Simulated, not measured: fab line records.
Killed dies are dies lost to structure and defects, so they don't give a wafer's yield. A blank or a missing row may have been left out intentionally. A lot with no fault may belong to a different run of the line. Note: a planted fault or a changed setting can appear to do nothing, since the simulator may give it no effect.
Split-lot study || flow n5_finfet || 7 lots, 21 wafers read, on a route of 1938 steps

== SPLIT DETAILS ==
At N5_BEOL_M11_ETCH_41 (etches SiCN in CH3F/O2, target depth 42.6 nm, time 86 s), the setting time_s was moved away from the recipe's 86 s on 8 of the 21 wafers read, by -13.8% to +12.4%. All remaining wafers had this setting at the recipe value.

The reading comes from the split's own step.

== THE READING ==
etch.depth_nm (the simulator's own value, which no gauge read), in nm, at N5_BEOL_M11_ETCH_41 (etches SiCN in CH3F/O2, target depth 42.6 nm, time 86 s). There is no usual value for it anywhere in the file. The 13 wafers here that ran the recipe average 32.77 nm, standard deviation 0.47 nm.

{"wafer": "L078.1", "tool, chamber at the split": "rie_diel-01, 1", "time_s as run, s": 96.63, "against the recipe": "+12.4%", "etch.depth_nm, nm": 37.31, "against lot-mates on the recipe": "+3.84"}
{"wafer": "L078.2", "tool, chamber at the split": "rie_diel-01, 0", "time_s as run, s": 96.63, "against the recipe": "+12.4%", "etch.depth_nm, nm": 37.8, "against lot-mates on the recipe": "+4.33"}
{"wafer": "L078.3", "tool, chamber at the split": "rie_diel-01, 3", "time_s as run, s": 86, "against the recipe": "recipe", "etch.depth_nm, nm": 33.47, "against lot-mates on the recipe": "-"}
{"wafer": "L079.1", "tool, chamber at the split": "rie_diel-05, 3", "time_s as run, s": 77.2, "against the recipe": "-10.2%", "etch.depth_nm, nm": 29.25, "against lot-mates on the recipe": -3.35}
{"wafer": "L079.3", "tool, chamber at the split": "rie_diel-05, 1", "time_s as run, s": 86, "against the recipe": "recipe", "etch.depth_nm, nm": 33, "against lot-mates on the recipe": "-"}
{"wafer": "L079.4", "tool, chamber at the split": "rie_diel-05, 2", "time_s as run, s": 86, "against the recipe": "recipe", "etch.depth_nm, nm": 32.2, "against lot-mates on the recipe": "-"}
{"wafer": "L081.2", "tool, chamber at the split": "rie_diel-01, 1", "time_s as run, s": 86, "against the recipe": "recipe", "etch.depth_nm, nm": 33.24, "against lot-mates on the recipe": "-"}
{"wafer": "L081.5", "tool, chamber at the split": "rie_diel-01, 1", "time_s as run, s": 86, "against the recipe": "recipe", "etch.depth_nm, nm": 33.12, "against lot-mates on the recipe": "-"}
{"wafer": "L081.6", "tool, chamber at the split": "rie_diel-01, 0", "time_s as run, s": 86, "against the recipe": "recipe", "etch.depth_nm, nm": 33.46, "against lot-mates on the recipe": "-"}
{"wafer": "L085.2", "tool, chamber at the split": "rie_diel-05, 3", "time_s as run, s": 74.12, "against the recipe": "-13.8%", "etch.depth_nm, nm": 27.93, "against lot-mates on the recipe": -4.86}
{"wafer": "L085.4", "tool, chamber at the split": "rie_diel-05, 0", "time_s as run, s": 86, "against the recipe": "recipe", "etch.depth_nm, nm": 32.79, "against lot-mates on the recipe": "-"}
{"wafer": "L085.6", "tool, chamber at the split": "rie_diel-05, 3", "time_s as run, s": 74.12, "against the recipe": "-13.8%", "etch.depth_nm, nm": 27.95, "against lot-mates on the recipe": -4.84}
{"wafer": "L087.1", "tool, chamber at the split": "rie_diel-05, 1", "time_s as run, s": 78.69, "against the recipe": "-8.5%", "etch.depth_nm, nm": 30.17, "against lot-mates on the recipe": -2.32}
{"wafer": "L087.2", "tool, chamber at the split": "rie_diel-05, 0", "time_s as run, s": 86, "against the recipe": "recipe", "etch.depth_nm, nm": 32.78, "against lot-mates on the recipe": "-"}
{"wafer": "L087.4", "tool, chamber at the split": "rie_diel-05, 3", "time_s as run, s": 86, "against the recipe": "recipe", "etch.depth_nm, nm": 32.2, "against lot-mates on the recipe": "-"}
{"wafer": "L091.1", "tool, chamber at the split": "rie_diel-05, 1", "time_s as run, s": 78.64, "against the recipe": "-8.6%", "etch.depth_nm, nm": 30.24, "against lot-mates on the recipe": -2.73}
{"wafer": "L091.2", "tool, chamber at the split": "rie_diel-05, 3", "time_s as run, s": 78.64, "against the recipe": "-8.6%", "etch.depth_nm, nm": 29.77, "against lot-mates on the recipe": -3.20}
{"wafer": "L091.4", "tool, chamber at the split": "rie_diel-05, 0", "time_s as run, s": 86, "against the recipe": "recipe", "etch.depth_nm, nm": 32.97, "against lot-mates on the recipe": "-"}
{"wafer": "L097.1", "tool, chamber at the split": "rie_diel-03, 3", "time_s as run, s": 86, "against the recipe": "recipe", "etch.depth_nm, nm": 32.16, "against lot-mates on the recipe": "-"}
{"wafer": "L097.2", "tool, chamber at the split": "rie_diel-03, 1", "time_s as run, s": 86, "against the recipe": "recipe", "etch.depth_nm, nm": 32.57, "against lot-mates on the recipe": "-"}
{"wafer": "L097.4", "tool, chamber at the split": "rie_diel-03, 2", "time_s as run, s": 86, "against the recipe": "recipe", "etch.depth_nm, nm": 32.11, "against lot-mates on the recipe": "-"}

THE FIT
A straight line over all 21 wafers: etch.depth_nm changes by +0.357 nm for each +1% of time_s; r = +0.99; the points scatter about the line by 0.43 nm.
The same after taking each lot's own level away (the mean of its wafers on the recipe; 21 wafers): +0.336 nm for each +1%; r = +0.99; scatter 0.26 nm.
That fit puts the effect of the largest move of time_s on the reading at 4.6 nm.
The span of the lots' own levels, 32.280 to 33.470 nm, comes to 2.5 times the standard deviation stated above.
Hence the lot-to-lot level has little effect on the slope; both slopes agree.
Check: -4.59 nm against its lot-mates is what the line predicts for one of the wafers moved furthest among these (-13.8%) when that wafer is left out of the fit. Against them it came out at -4.86 nm.

== OTHER SPLITS APPLIED TO THESE WAFERS ==
Before the reading, these wafers also passed through other splits. Each is held against what the fit with the lots' levels taken away leaves over:
{"other split on the same wafers": "N5_BEOL_M10_EXPOSE_25 dose_mj", "wafers away from the commonest value": 7, "r with etch.depth_nm (lot level and that fit taken away)": -0.15}
{"other split on the same wafers": "N5_BEOL_M11_ETCH_62 time_s", "wafers away from the commonest value": 8, "r with etch.depth_nm (lot level and that fit taken away)": -0.04}
{"other split on the same wafers": "N5_BEOL_M11_COAT_63 spin_rpm", "wafers away from the commonest value": 7, "r with etch.depth_nm (lot level and that fit taken away)": "+0.06"}

== THE FILE'S OWN FIT ==
etch.depth_nm changes by +0.331 nm for each +1% of time_s, r = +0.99.
